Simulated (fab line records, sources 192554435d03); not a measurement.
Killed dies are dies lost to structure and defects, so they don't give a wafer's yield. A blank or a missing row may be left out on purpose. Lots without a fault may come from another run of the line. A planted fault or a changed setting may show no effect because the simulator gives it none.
Chamber matching | flow n5_finfet | N5_BEOL_M9_ILD_DEP_00 on pecvd-03: 3 sister chambers
The step deposits SiCOH lowk from DEMS/porogen, target thk 308.51 nm, time 58 s. 16 wafers are shown with their chamber, then 8 later ones without.

WAFERS WITH THEIR CHAMBER
wafer  | chamber | throttle_valve_pct (%) | heater_power_w (W) | showerhead_plenum_p_Torr (Torr)
L074.1 | 1       | 14.2                   | 217                | 5.728
L074.2 | 2       | 12.7                   | 212                | 5.721
L074.4 | 0       | 13.7                   | 276                | 5.730
L076.2 | 0       | 13.2                   | 269                | 5.753
L076.3 | 2       | 12.6                   | 232                | 5.729
L076.5 | 2       | 12.5                   | 243                | 5.745
L077.4 | 0       | 13.7                   | 273                | 5.733
L077.5 | 1       | 14.2                   | 246                | 5.751
L077.6 | 2       | 12.8                   | 270                | 5.733
L080.2 | 0       | 13.5                   | 264                | 5.746
L080.3 | 1       | 14.0                   | 237                | 5.732
L080.6 | 0       | 13.5                   | 268                | 5.733
L082.1 | 1       | 14.3                   | 234                | 5.734
L082.3 | 2       | 13.0                   | 253                | 5.735
L082.4 | 1       | 14.1                   | 244                | 5.741
L083.1 | 0       | 13.4                   | 263                | 5.729

SIGNATURES (means of the wafers above)
reading                  | chamber 0 | chamber 1 | chamber 2 | scatter within a chamber
throttle_valve_pct       | 13.500    | 14.160    | 12.720    | 0.171
heater_power_w           | 268.83    | 235.60    | 242.00    | 14
showerhead_plenum_p_Torr | 5.73733   | 5.73720   | 5.73260   | 0.00926
Rule: a wafer's distance from a chamber is the root of the sum, over the readings, of the square of ((its reading less the chamber's mean) divided by the reading's scatter). The wafer belongs to the nearest chamber; if the next one is less than 2 further off, it can't be placed. The scatter: the root of (the sum of the squares of (reading less its chamber's mean) over the shown wafers, divided by (wafers less chambers)).

WAFERS WITHOUT THEIR CHAMBER
wafer  | throttle_valve_pct (%) | heater_power_w (W) | showerhead_plenum_p_Torr (Torr)
L083.2 | 13.9                   | 247                | 5.740
L083.4 | 12.8                   | 260                | 5.717
L086.2 | 12.5                   | 218                | 5.731
L086.4 | 13.1                   | 229                | 5.714
L086.6 | 13.3                   | 243                | 5.730
L095.4 | 13.1                   | 263                | 5.738
L095.5 | 14.2                   | 258                | 5.741
L095.6 | 13.7                   | 253                | 5.736

WHICH CHAMBER EACH WENT THROUGH
wafer  | from the rows above     | in truth
L083.2 | can't be placed: 1 or 0 | 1
L083.4 | 2                       | 2
L086.2 | 2                       | 2
L086.4 | can't be placed: 2 or 0 | 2
L086.6 | can't be placed: 0 or 2 | 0
L095.4 | can't be placed: 0 or 2 | 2
L095.5 | 1                       | 1
L095.6 | can't be placed: 0 or 1 | 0
Placed correctly: 3 of 8. Can't be placed from these rows: 5 (the true chamber is among the candidates in 5). Placed wrongly: 0.
